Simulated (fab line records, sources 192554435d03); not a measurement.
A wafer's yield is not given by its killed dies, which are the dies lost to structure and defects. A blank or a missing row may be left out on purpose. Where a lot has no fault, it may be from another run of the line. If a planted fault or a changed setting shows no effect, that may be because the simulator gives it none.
fab line records	flow n5_finfet
record: lots: 10	wafers: 30	last_day: 17
route steps=1938 shown BEOL_M1@819 BEOL_M4@1111 PASSIVATION@1936
lots with no fault: from the same line, run without faults
start_h: start of the lot's first displayed wafer, in hours after the record's first day	wait_h: time in hours since the lot's previous step	" repeats the value in the row above	L1.1+2: several wafers, shown together as one row	- no value, or no start given	* or withheld: withheld	< > ~ a bound
route shown NAME@n: names a module that has steps shown in the file, with the first one's number in the route	usual: mean and standard deviation over wafers with no fault	same: alike in all rows	chamber/n: place in a boat	sites: the reading at each site	_std_site: the standard deviation of these	_edge_site: the outer-site mean with the inner-site mean subtracted	radius_mm: for every site, how far away it sits from the centre of the wafer	mask NAME#n: copy n	behind: the last tool/chamber to shape the wafer	hold: the reason the lot was held/the length of the hold in hours/how it ended	device: which transistor (n, p or np) failed to switch	end of line: at the end of the route, the tests of the same wafers	for a step that has no rows: nothing shown but its recipe	killed: not the wafer's yield, but the dies lost to structure and defects at the first sort	map: dies across one wafer; x = killed, . = not, _ = none there
set.NAME: setting as actually run; set.NAME@STEP: the setting as run at that earlier step	model.NAME: the simulator's own value behind a step, which no gauge read
a sample of lots followed through the steps of the route, with each step as a table and each wafer as a row
services: the hour from which a tool's chamber was out of use, counted from the record's first day as start_h (under 0 if before that day), plus the number of hours and why
== steps ==
step: N5_BEOL_M1_ANNEAL_82
recipe: temp_c: 400	time_s: 240	ambient: vacuum
usual: heater_power_w: 842/110
lot.wafer	tool	chamber	start_h	wait_h	heater_power_w
L650.1	pvd_sputter-02	-	131.44	0.0	999
L650.4	"	-	"	"	1047
L650.5	"	-	"	"	701
L649.1	pvd_sputter-01	-	132.80	0.0	870
L649.3	"	-	"	"	801
L649.6	"	-	"	"	936
L653.1	pvd_sputter-03	-	152.91	0.0	847
L653.3	"	-	"	"	872
L653.5	"	-	"	"	872
L655.1	pvd_sputter-03	-	164.18	0.0	894
L655.4	"	-	"	"	897
L655.6	"	-	"	"	739
L660.2	pvd_sputter-02	-	200.75	0.0	1048
L660.3	"	-	"	"	680
L660.4	"	-	"	"	976
L663.1	pvd_sputter-03	-	212.88	0.0	832
L663.3	"	-	"	"	880
L663.4	"	-	"	"	746
L664.3	pvd_sputter-01	-	213.00	0.0	845
L664.5	"	-	"	"	764
L664.6	"	-	"	"	953
L668.3	pvd_sputter-03	-	255.79	0.0	834
L668.4	"	-	"	"	758
L668.6	"	-	"	"	724
L670.1	pvd_sputter-03	-	258.62	0.0	731
L670.2	"	-	"	"	832
L670.4	"	-	"	"	751
L669.1	pvd_sputter-03	-	261.70	0.0	843
L669.2	"	-	"	"	737
L669.6	"	-	"	"	754
step: N5_BEOL_M1_SPUTTER_90
recipe: material: Cu	target_thk_a: 45	temp_c: -20	chamber_pressure_pa: 0.07	power_w: withheld	time_s: 8.29
usual: chamber_pressure_pa: 0.06998/0.00014	chuck_gas_flow_sccm: 1.26/0.053	throttle_valve_pct: 30.1/0.39
lot.wafer	tool	chamber	start_h	wait_h	chamber_pressure_pa	chuck_gas_flow_sccm	throttle_valve_pct
L650.1	pvd_sputter-02	-	132.02	0.1	0.07015	1.33	29.5
L650.4	"	-	"	"	0.06998	1.22	30.5
L650.5	"	-	"	"	0.06986	1.23	30.1
L649.1	pvd_sputter-01	-	133.38	0.1	0.06978	1.26	30.1
L649.3	"	-	"	"	0.06999	1.25	30.6
L649.6	"	-	"	"	0.06982	1.33	30.0
L653.1	pvd_sputter-03	-	153.49	0.1	0.06993	1.25	29.8
L653.3	"	-	"	"	0.06959	1.38	29.8
L653.5	"	-	"	"	0.06985	1.29	29.8
L655.1	pvd_sputter-03	-	164.76	0.1	0.06985	1.29	29.9
L655.4	"	-	"	"	0.06987	1.28	29.5
L655.6	"	-	"	"	0.06986	1.30	30.4
L660.2	pvd_sputter-02	-	201.33	0.1	0.06977	1.29	30.5
L660.3	"	-	"	"	0.06977	1.23	29.7
L660.4	"	-	"	"	0.07014	1.22	29.3
L663.1	pvd_sputter-03	-	213.46	0.1	0.06997	1.25	30.3
L663.3	"	-	"	"	0.07	1.34	29.7
L663.4	"	-	"	"	0.06999	1.27	30.5
L664.3	pvd_sputter-01	-	213.58	0.1	0.07015	1.26	29.9
L664.5	"	-	"	"	0.0698	1.33	30.9
L664.6	"	-	"	"	0.07004	1.24	30.0
L668.3	pvd_sputter-03	-	256.37	0.1	0.07	1.18	29.7
L668.4	"	-	"	"	0.07011	1.22	30.1
L668.6	"	-	"	"	0.07004	1.25	30.5
L670.1	pvd_sputter-03	-	259.20	0.1	0.06984	1.20	30.5
L670.2	"	-	"	"	0.07019	1.21	29.7
L670.4	"	-	"	"	0.06999	1.33	30.0
L669.1	pvd_sputter-03	-	262.28	0.1	0.0701	1.23	29.8
L669.2	"	-	"	"	0.06988	1.30	30.5
L669.6	"	-	"	"	0.07	1.31	30.1
step: N5_BEOL_M1_ANNEAL_91
recipe: temp_c: 400	time_s: 240	ambient: vacuum
usual: heater_power_w: 843/110
lot.wafer	tool	chamber	start_h	wait_h	heater_power_w
L650.1	pvd_sputter-02	-	132.10	0.0	977
L650.4	"	-	"	"	1008
L650.5	"	-	"	"	695
L649.1	pvd_sputter-01	-	133.46	0.0	859
L649.3	"	-	"	"	787
L649.6	"	-	"	"	921
L653.1	pvd_sputter-03	-	153.57	0.0	824
L653.3	"	-	"	"	872
L653.5	"	-	"	"	878
L655.1	pvd_sputter-03	-	164.84	0.0	878
L655.4	"	-	"	"	874
L655.6	"	-	"	"	737
L660.2	pvd_sputter-02	-	201.41	0.0	1066
L660.3	"	-	"	"	691
L660.4	"	-	"	"	985
L663.1	pvd_sputter-03	-	213.54	0.0	845
L663.3	"	-	"	"	877
L663.4	"	-	"	"	741
L664.3	pvd_sputter-01	-	213.66	0.0	885
L664.5	"	-	"	"	778
L664.6	"	-	"	"	990
L668.3	pvd_sputter-03	-	256.45	0.0	836
L668.4	"	-	"	"	771
L668.6	"	-	"	"	737
L670.1	pvd_sputter-03	-	259.28	0.0	749
L670.2	"	-	"	"	825
L670.4	"	-	"	"	735
L669.1	pvd_sputter-03	-	262.36	0.0	821
L669.2	"	-	"	"	745
L669.6	"	-	"	"	758
step: N5_BEOL_M1_SPUTTER_92
recipe: material: Cu	target_thk_a: 45	temp_c: -20	chamber_pressure_pa: 0.07	power_w: withheld	time_s: 8.29
usual: chamber_pressure_pa: 0.06998/0.00013	chuck_gas_flow_sccm: 1.25/0.058	throttle_valve_pct: 30.1/0.4
lot.wafer	tool	chamber	start_h	wait_h	chamber_pressure_pa	chuck_gas_flow_sccm	throttle_valve_pct
L650.1	pvd_sputter-02	-	132.24	0.1	0.06974	1.26	29.4
L650.4	"	-	"	"	0.07012	1.28	30.5
L650.5	"	-	"	"	0.07001	1.23	29.8
L649.1	pvd_sputter-01	-	133.60	0.1	0.06987	1.12	29.9
L649.3	"	-	"	"	0.06982	1.15	30.8
L649.6	"	-	"	"	0.06998	1.32	30.2
L653.1	pvd_sputter-03	-	153.71	0.1	0.07009	1.30	29.9
L653.3	"	-	"	"	0.07004	1.33	29.6
L653.5	"	-	"	"	0.07022	1.31	29.7
L655.1	pvd_sputter-03	-	164.98	0.1	0.07003	1.35	29.8
L655.4	"	-	"	"	0.07006	1.30	29.8
L655.6	"	-	"	"	0.06984	1.21	30.5
L660.2	pvd_sputter-02	-	201.55	0.1	0.06989	1.32	30.9
L660.3	"	-	"	"	0.07002	1.19	30.0
L660.4	"	-	"	"	0.0697	1.31	29.5
L663.1	pvd_sputter-03	-	213.68	0.1	-	-	-
L663.3	"	-	"	"	-	-	-
L663.4	"	-	"	"	-	-	-
L664.3	pvd_sputter-01	-	213.80	0.1	-	-	-
L664.5	"	-	"	"	-	-	-
L664.6	"	-	"	"	-	-	-
L668.3	pvd_sputter-03	-	256.59	0.1	0.06996	1.25	29.7
L668.4	"	-	"	"	0.06998	1.24	30.0
L668.6	"	-	"	"	0.06989	1.22	30.3
L670.1	pvd_sputter-03	-	259.42	0.1	0.07003	1.19	30.4
L670.2	"	-	"	"	0.06984	1.28	30.0
L670.4	"	-	"	"	0.07	1.31	30.1
L669.1	pvd_sputter-03	-	262.50	0.1	0.06994	1.24	29.7
L669.2	"	-	"	"	0.07005	1.20	30.6
L669.6	"	-	"	"	0.06998	1.26	30.2
step: N5_BEOL_M4_RC_MEAS_101
usual: DIBL_N: 36.4/1.4	DIBL_P: 36.3/1.5	IOFF_N: 0.162/0.023	IOFF_P: 0.211/0.027	ION_N: 676/9.7	ION_P: 463/6.4	SS_N: 71.5/0.5	SS_P: 73.3/0.6	VT_N: 249.3/2.5	VT_P: -249.9/2.8
lot.wafer	tool	chamber	start_h	wait_h	DIBL_N[mV/V]	DIBL_P[mV/V]	IOFF_N[nA/um]	IOFF_P[nA/um]	ION_N[uA/um]	ION_P[uA/um]	SS_N[mV/dec]	SS_P[mV/dec]	VT_N[mV]	VT_P[mV]
L650.1	prober-02	0	163.23	0.0	37.8	35.0	0.163	0.205	663	456	72.0	73.1	250.6	-251.6
L650.4	"	0	"	"	37.2	35.9	0.155	0.225	672	466	71.1	72.1	249.4	-249.4
L650.5	"	0	"	"	38.0	36.3	0.161	0.222	664	457	71.8	73.2	250.6	-248.1
L649.1	prober-02	0	171.00	0.0	38.5	37.2	0.193	0.238	675	461	72.4	73.6	249.0	-247.1
L649.3	"	0	"	"	37.3	36.1	0.166	0.221	675	467	71.7	73.4	249.5	-250.3
L649.6	"	0	"	"	37.8	36.4	0.186	0.228	676	459	72.4	74.0	248.0	-248.3
L653.1	prober-01	0	184.04	0.0	35.9	37.0	0.152	0.193	684	469	71.6	73.0	251.4	-254.5
L653.3	"	0	"	"	39.0	40.1	0.200	0.232	688	461	72.1	74.7	246.1	-250.3
L653.5	"	0	"	"	37.4	38.5	0.177	0.216	687	460	71.7	73.4	248.7	-253.0
L655.1	prober-02	0	197.01	0.0	35.4	36.3	0.174	0.253	677	470	71.4	73.0	247.8	-245.6
L655.4	"	0	"	"	36.2	37.1	0.183	0.274	678	472	71.1	73.0	246.7	-242.0
L655.6	"	0	"	"	33.2	33.3	0.131	0.208	675	471	71.1	72.1	250.9	-245.3
L660.2	prober-01	0	236.50	0.2	35.7	34.9	0.142	0.204	672	468	71.3	72.5	249.4	-246.3
L660.3	"	0	"	"	36.9	36.0	0.154	0.207	660	459	71.2	73.3	246.6	-248.5
L660.4	"	0	"	"	37.6	35.8	0.162	0.207	661	452	72.1	72.9	251.6	-247.9
L664.3	prober-01	0	254.92	0.3	35.0	35.2	0.154	0.215	688	472	71.2	74.1	246.0	-248.1
L664.5	"	0	"	"	35.0	35.0	0.155	0.213	680	469	70.3	73.4	250.0	-248.0
L664.6	"	0	"	"	35.4	35.9	0.172	0.230	681	466	71.2	73.5	244.4	-247.5
L663.1	prober-01	0	258.34	0.0	34.3	35.4	0.136	0.184	668	454	71.1	73.6	251.5	-252.0
L663.3	"	0	"	"	34.6	35.9	0.147	0.193	677	472	70.8	74.0	252.0	-252.7
L663.4	"	0	"	"	35.2	36.9	0.150	0.198	685	471	72.1	73.9	250.6	-252.0
L668.3	prober-02	0	292.67	0.3	35.7	35.6	0.161	0.188	681	458	72.2	73.8	249.8	-252.5
L668.4	"	0	"	"	36.4	37.2	0.173	0.212	675	457	71.8	74.8	248.5	-249.4
L668.6	"	0	"	"	36.1	36.2	0.163	0.193	689	462	71.4	73.2	250.0	-252.2
L670.1	prober-01	0	294.52	0.0	37.0	36.4	0.156	0.200	667	459	72.0	74.1	250.4	-252.9
L670.2	"	0	"	"	37.3	36.7	0.175	0.210	675	459	71.3	74.1	249.3	-251.6
L670.4	"	0	"	"	36.8	36.8	0.174	0.204	687	470	71.8	74.6	245.5	-251.3
L669.1	prober-02	0	295.55	0.0	36.0	34.2	0.153	0.213	670	462	71.6	73.0	250.2	-250.2
L669.2	"	0	"	"	36.4	33.9	0.162	0.216	661	457	71.6	71.9	250.8	-246.2
L669.6	"	0	"	"	36.4	35.0	0.162	0.231	665	466	71.4	73.6	250.8	-248.0
step: N5_PASSIVATION_PROBE_49
usual: defect_limited_yield: 91.3/1.3	killed_at_M0_to_M3: 33/8.9	killed_at_M4_up: 15/5.4	killed_at_contacts: 13/5.8	killed_at_front_end: 39/9.9	killed_at_other: 3.2/2.9	killed_dies: 102/15	killed_open: 68/12	killed_short: 34/7.6	sort_bin_5_function: 5.1/0.89	sort_bin_6_memory: 3.2/0.63	sort_n_pass: 1078/15	sort_yield_pct: 91.3/1.3
same: gross_dies: 1180	killed_at_back_side: 0	sort_bin_4_leakage[%]: 0	sort_bin_8_speed[%]: 0
lot.wafer	tool	chamber	start_h	wait_h	defect_limited_yield[%]	killed_at_M0_to_M3	killed_at_M4_up	killed_at_contacts	killed_at_front_end	killed_at_other	killed_dies	killed_open	killed_short	sort_bin_5_function[%]	sort_bin_6_memory[%]	sort_n_pass	sort_yield_pct[%]
L649.1	prober-01	-	263.01	0.0	90.9	24	24	14	41	4	107	79	28	5.0	3.7	1073	90.9
L649.3	prober-01	-	263.11	0.1	92.7	27	12	11	33	3	86	56	30	3.9	3.3	1094	92.7
L649.6	prober-01	-	263.26	0.3	92.0	45	11	9	21	8	94	59	34	5.2	2.2	1086	92.0
L650.1	prober-01	-	266.59	0.0	91.6	45	12	20	18	4	99	55	43	4.5	3.6	1081	91.6
L650.4	prober-01	-	266.74	0.2	93.1	25	14	14	28	1	82	55	26	4.5	2.4	1098	93.1
L650.5	prober-01	-	266.79	0.2	93.6	26	16	10	22	2	76	59	16	4.1	2.3	1104	93.6
L655.1	prober-02	-	306.13	0.0	92.7	34	11	6	32	3	86	49	37	4.0	2.9	1094	92.7
L655.4	prober-02	-	306.28	0.2	92.3	22	16	9	39	5	91	61	29	4.4	3.1	1089	92.3
L655.6	prober-02	-	306.38	0.3	92.3	17	17	19	37	1	91	65	24	4.3	3.3	1089	92.3
L660.2	prober-01	-	336.70	0.1	92.5	18	19	7	36	8	88	60	27	4.2	3.1	1092	92.5
L660.3	prober-01	-	336.75	0.1	92.1	29	8	14	31	11	93	57	36	4.4	3.1	1087	92.1
L660.4	prober-01	-	336.80	0.2	89.5	27	28	8	55	6	124	85	36	6.5	3.7	1056	89.5
L663.1	prober-02	-	357.20	0.0	89.7	43	15	10	44	10	122	78	37	5.0	5.1	1058	89.7
L663.3	prober-02	-	357.30	0.1	91.1	32	28	7	32	6	105	61	38	5.0	3.6	1075	91.1
L663.4	prober-02	-	357.35	0.2	90.9	37	19	15	29	7	107	63	39	4.8	3.6	1073	90.9
L664.3	prober-02	-	360.31	0.1	89.7	44	12	9	57	0	122	72	46	4.8	5.2	1058	89.7
L664.5	prober-02	-	360.41	0.2	90.6	31	22	15	43	0	111	69	37	4.8	4.1	1069	90.6
L664.6	prober-02	-	360.46	0.3	90.3	38	8	10	59	0	115	58	52	5.4	3.9	1065	90.3
L669.1	prober-02	-	396.61	0.0	91.3	39	16	7	36	5	103	77	26	5.3	2.7	1077	91.3
L669.2	prober-02	-	396.66	0.1	90.0	41	16	21	34	6	118	80	38	6.4	3.1	1062	90.0
L669.6	prober-02	-	396.86	0.3	91.5	35	13	12	36	4	100	71	29	5.2	3.1	1080	91.5
killed by level:class
L649.1 BEOL_M0_SAQP:geometric_particle:open=9 FIN_SAQP:geometric_particle:open=8 MOL_CONTACT_COAG:geometric_particle:open=8 BEOL_M4:geometric_particle:open=8 STARTING-WAFER:geometric_particle:open=7 MOL_CONTACT_COAG:geometric_particle:short=6 STI_FIN_REVEAL:geometric_particle:open=5 BEOL_M5:geometric_particle:open=5
L649.3 BEOL_M0_SAQP:geometric_particle:open=12 MOL_CONTACT_COAG:geometric_particle:open=9 BEOL_M0_SAQP:geometric_particle:short=8 FIN_SAQP:geometric_particle:short=7 STI_FIN_REVEAL:geometric_particle:open=5 DUMMY_GATE:geometric_particle:open=5 FIN_SAQP:geometric_particle:open=4 BEOL_M3:geometric_particle:open=4
L649.6 BEOL_M0_SAQP:geometric_particle:short=10 BEOL_M0_SAQP:geometric_particle:open=9 MOL_CONTACT_COAG:geometric_particle:open=8 BEOL_M3:geometric_particle:open=8 BEOL_M1:geometric_particle:open=6 BEOL_M3:geometric_particle:short=6 PASS1_CAP:geometric_particle:open=5 STARTING-WAFER:geometric_particle:open=5
L650.1 BEOL_M0_SAQP:geometric_particle:short=14 MOL_CONTACT_COAG:geometric_particle:open=13 BEOL_M2:geometric_particle:open=12 BEOL_M0_SAQP:geometric_particle:open=10 MOL_CONTACT_COAG:geometric_particle:short=7 BEOL_M4:geometric_particle:short=4 ILD0:geometric_particle:short=3 BEOL_M3:geometric_particle:short=3
L650.4 BEOL_M0_SAQP:geometric_particle:short=10 MOL_CONTACT_COAG:geometric_particle:open=9 BEOL_M0_SAQP:geometric_particle:open=6 BEOL_M3:geometric_particle:open=6 BEOL_M4:geometric_particle:open=6 MOL_CONTACT_COAG:geometric_particle:short=5 STARTING-WAFER:geometric_particle:open=5 FIN_SAQP:geometric_particle:open=4
L650.5 FIN_SAQP:geometric_particle:open=9 BEOL_M2:geometric_particle:open=9 MOL_CONTACT_COAG:geometric_particle:open=7 BEOL_M3:geometric_particle:open=6 BEOL_M4:geometric_particle:open=6 DUMMY_GATE:geometric_particle:open=5 BEOL_M0_SAQP:geometric_particle:short=4 FIN_SAQP:geometric_particle:short=3
L655.1 BEOL_M3:geometric_particle:open=8 FIN_SAQP:geometric_particle:short=6 STI_FIN_REVEAL:geometric_particle:open=6 BEOL_M0_SAQP:geometric_particle:open=6 BEOL_M1:geometric_particle:short=5 STARTING-WAFER:geometric_particle:short=5 GATE_CUT:geometric_particle:short=4 BEOL_M1:geometric_particle:open=4
L655.4 STI_FIN_REVEAL:geometric_particle:open=15 BEOL_M4:geometric_particle:open=9 FIN_SAQP:geometric_particle:short=8 MOL_CONTACT_COAG:geometric_particle:open=6 DUMMY_GATE:geometric_particle:open=4 BEOL_M1:geometric_particle:open=4 BEOL_M2:geometric_particle:open=4 MOL_CONTACT_COAG:geometric_particle:short=3
L655.6 MOL_CONTACT_COAG:geometric_particle:open=16 STI_FIN_REVEAL:geometric_particle:open=9 BEOL_M4:geometric_particle:open=7 FIN_SAQP:geometric_particle:open=6 BEOL_M3:geometric_particle:open=5 BEOL_M8:geometric_particle:open=4 FIN_SAQP:geometric_particle:short=3 STI_FIN_REVEAL:geometric_particle:short=3
L660.2 FIN_SAQP:geometric_particle:open=15 FIN_SAQP:geometric_particle:short=11 BEOL_M4:geometric_particle:open=10 MOL_CONTACT_COAG:geometric_particle:open=7 DUMMY_GATE:geometric_particle:open=5 BEOL_M2:geometric_particle:open=5 BEOL_M3:geometric_particle:open=4 PAD_METAL:geometric_particle:short=4
L660.3 FIN_SAQP:geometric_particle:short=12 MOL_CONTACT_COAG:geometric_particle:open=11 BEOL_M3:geometric_particle:open=8 PAD_METAL:geometric_particle:short=6 BEOL_M0_SAQP:geometric_particle:open=5 BEOL_M1:geometric_particle:open=5 FIN_SAQP:geometric_particle:open=4 BEOL_M0_SAQP:geometric_particle:short=4
L660.4 BEOL_M4:geometric_particle:open=19 FIN_SAQP:geometric_particle:open=17 FIN_SAQP:geometric_particle:short=14 BEOL_M3:geometric_particle:open=13 STI_FIN_REVEAL:geometric_particle:open=10 MOL_CONTACT_COAG:geometric_particle:open=5 BEOL_M3:geometric_particle:short=5 BEOL_M5:geometric_particle:open=4
L663.1 FIN_SAQP:geometric_particle:open=17 FIN_SAQP:geometric_particle:short=10 MOL_CONTACT_COAG:geometric_particle:open=9 BEOL_M4:geometric_particle:open=9 BEOL_M1:geometric_particle:open=8 BEOL_M2:geometric_particle:open=8 BEOL_M1:interface_void_opened=7 BEOL_M0_SAQP:geometric_particle:short=6
L663.3 BEOL_M4:geometric_particle:open=14 FIN_SAQP:geometric_particle:short=8 MOL_CONTACT_COAG:geometric_particle:open=7 BEOL_M0_SAQP:geometric_particle:open=6 BEOL_M1:interface_void_opened=6 FIN_SAQP:geometric_particle:open=5 DUMMY_GATE:geometric_particle:short=5 BEOL_M7:geometric_particle:open=5
L663.4 MOL_CONTACT_COAG:geometric_particle:open=11 BEOL_M0_SAQP:geometric_particle:open=11 BEOL_M1:geometric_particle:open=8 BEOL_M4:geometric_particle:open=8 FIN_SAQP:geometric_particle:open=6 FIN_SAQP:geometric_particle:short=6 BEOL_M0_SAQP:geometric_particle:short=6 GATE_CUT:geometric_particle:short=6
L664.3 FIN_SAQP:geometric_particle:short=13 BEOL_M0_SAQP:geometric_particle:open=13 BEOL_M0_SAQP:geometric_particle:short=11 MOL_CONTACT_COAG:geometric_particle:open=9 STI_FIN_REVEAL:geometric_particle:open=8 GATE_CUT:geometric_particle:short=7 BEOL_M4:geometric_particle:open=7 BEOL_M3:geometric_particle:open=6
L664.5 MOL_CONTACT_COAG:geometric_particle:open=13 FIN_SAQP:geometric_particle:open=8 BEOL_M5:geometric_particle:open=8 FIN_SAQP:geometric_particle:short=7 STI_FIN_REVEAL:geometric_particle:open=7 BEOL_M0_SAQP:geometric_particle:short=7 BEOL_M3:geometric_particle:open=7 BEOL_M1:interface_void_opened=5
L664.6 FIN_SAQP:geometric_particle:short=21 BEOL_M0_SAQP:geometric_particle:short=12 FIN_SAQP:geometric_particle:open=10 MOL_CONTACT_COAG:geometric_particle:open=9 BEOL_M0_SAQP:geometric_particle:open=8 STARTING-WAFER:geometric_particle:short=6 DUMMY_GATE:geometric_particle:open=5 GATE_CUT:geometric_particle:short=5
L669.1 FIN_SAQP:geometric_particle:open=16 BEOL_M0_SAQP:geometric_particle:open=9 BEOL_M2:geometric_particle:open=6 BEOL_M0:geometric_particle:open=6 BEOL_M3:geometric_particle:open=6 MOL_CONTACT_COAG:geometric_particle:open=5 BEOL_M0_SAQP:geometric_particle:short=5 BEOL_M4:geometric_particle:open=5
L669.2 MOL_CONTACT_COAG:geometric_particle:open=19 BEOL_M0_SAQP:geometric_particle:short=13 FIN_SAQP:geometric_particle:open=10 STI_FIN_REVEAL:geometric_particle:open=9 BEOL_M0_SAQP:geometric_particle:open=7 BEOL_M1:geometric_particle:open=7 BEOL_M1:geometric_particle:short=5 BEOL_M7:geometric_particle:open=5
L669.6 BEOL_M1:geometric_particle:open=12 BEOL_M4:geometric_particle:open=9 STI_FIN_REVEAL:geometric_particle:open=7 MOL_CONTACT_COAG:geometric_particle:open=7 BEOL_M0_SAQP:geometric_particle:open=7 BEOL_M3:geometric_particle:open=6 GATE_CUT:geometric_particle:short=5 MOL_CONTACT_COAG:geometric_particle:short=5
== services ==
tool	chamber	start_h	hours	kind
pvd_sputter-03	-	118.23	5.8	repair
pvd_sputter-01	-	164.86	1.5	repair
pvd_sputter-02	-	187.05	3.7	repair
== key ==
first_sign: step: N5_BEOL_M1_SPUTTER_92	reading: tool_record	direction: missing
effect none on later readings
met_at N5_BEOL_M1_SPUTTER_92
struck_lots L663,L664
not_acting_at N5_BEOL_M1_ANNEAL_82,N5_BEOL_M1_SPUTTER_90,N5_BEOL_M1_ANNEAL_91
onset_between 164.98 213.68
fault: kind: skipped_step_whole	tool: pvd_sputter-01,pvd_sputter-03	chamber: -	onset_h: 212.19	steps: N5_BEOL_M1_SPUTTER_92	scope: struck_lots_only
